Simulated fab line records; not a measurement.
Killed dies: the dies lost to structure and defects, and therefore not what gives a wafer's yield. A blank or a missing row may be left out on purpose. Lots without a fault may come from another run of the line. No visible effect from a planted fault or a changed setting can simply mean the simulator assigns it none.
Split-lot study | flow n5 finfet | 21 wafers read from 7 lots, route of 1938 steps

## THE SPLIT ITSELF
At N5_BEOL_M3_COAT_05 (resist thk 30 nm), the setting spin rpm was moved away from the recipe's 1500 rpm on 10 of the 21 wafers read, by -10.7% to +10.5%. This setting was run at the recipe's value on the other wafers.

The split's own step is where the reading is taken.

## THE READING
CAR-EUV_of_BEOL_M3_COAT_05.thk nm (the simulator's own value, which no gauge read), in nm, at N5_BEOL_M3_COAT_05 (resist thk 30 nm). There is no usual value for it anywhere in the file. The 11 wafers here that ran the recipe average 30.0 nm, standard deviation 0.077 nm.

wafer  | tool, chamber at the split | spin rpm as run, rpm | against the recipe | CAR-EUV_of_BEOL_M3_COAT_05.thk nm, nm | against lot-mates on the recipe
L074.1 | litho track-04, 0          | 1500                 | recipe             | 30.2                                  | -
L074.4 | litho track-04, 0          | 1500                 | recipe             | 30.2                                  | -
L074.5 | litho track-04, 0          | 1597                 | +6.5%              | 29.2                                  | -1.0
L075.3 | litho track-04, 0          | 1500                 | recipe             | 30                                    | -
L075.4 | litho track-04, 0          | 1500                 | recipe             | 30                                    | -
L075.5 | litho track-04, 0          | 1500                 | recipe             | 30                                    | -
L086.2 | litho track-04, 0          | 1608                 | +7.2%              | 29                                    | -1.0
L086.3 | litho track-04, 0          | 1608                 | +7.2%              | 29                                    | -1.0
L086.4 | litho track-04, 0          | 1500                 | recipe             | 30                                    | -
L085.2 | litho track-02, 0          | 1500                 | recipe             | 30                                    | -
L085.4 | litho track-02, 0          | 1500                 | recipe             | 30                                    | -
L085.3 | litho track-02, 0          | 1408                 | -6.1%              | 31                                    | +1.0
L089.2 | litho track-02, 0          | 1422                 | -5.2%              | 30.8                                  | +0.8
L089.5 | litho track-02, 0          | 1422                 | -5.2%              | 30.8                                  | +0.8
L089.4 | litho track-02, 0          | 1500                 | recipe             | 30                                    | -
L095.3 | litho track-02, 0          | 1339                 | -10.7%             | 31.8                                  | +1.8
L095.4 | litho track-02, 0          | 1339                 | -10.7%             | 31.8                                  | +1.8
L095.5 | litho track-02, 0          | 1500                 | recipe             | 30                                    | -
L096.3 | litho track-04, 0          | 1658                 | +10.5%             | 28.4                                  | -1.6
L096.5 | litho track-04, 0          | 1658                 | +10.5%             | 28.6                                  | -1.4
L096.6 | litho track-04, 0          | 1500                 | recipe             | 30                                    | -

THE FIT
A straight line over all 21 wafers: CAR-EUV_of_BEOL_M3_COAT_05.thk nm changes by -0.152 nm for each +1% of spin rpm; r = -1.00; the points scatter about the line by 0.086 nm.
The same after taking each lot's own level away (the mean of its wafers on the recipe; 21 wafers): -0.153 nm for each +1%; r = -1.00; scatter 0.068 nm.
That fit puts the effect of the largest move of spin rpm on the reading at 1.6 nm.
Across the lots, their own levels run from 30.00 to 30.20 nm, a range of 2.6 times the standard deviation given above.
Consequently the slope shifts little with the lot-to-lot level, the two slopes agreeing.
Check: with one of the wafers moved furthest among these (-10.7%) left out of the fit, the line predicts +1.65 nm for it against its lot-mates. It came out at +1.8 nm against them.

## THE OTHER SPLITS THESE WAFERS WENT THROUGH
Note: prior to the reading, these wafers also went through further splits. Each is held against what the fit with the lots' levels taken away leaves over:
other split on the same wafers | wafers away from the commonest value | r with CAR-EUV_of_BEOL_M3_COAT_05.thk nm (lot level and that fit taken away)
N5_BEOL_M2_PECVD_72 time s     | 6                                    | -0.08
N5_BEOL_M3_ILD_DEP_00 time s   | 8                                    | -0.02

## THE FILE'S OWN FIT
CAR-EUV_of_BEOL_M3_COAT_05.thk nm changes by -0.154 nm for each +1% of spin rpm, r = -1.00.
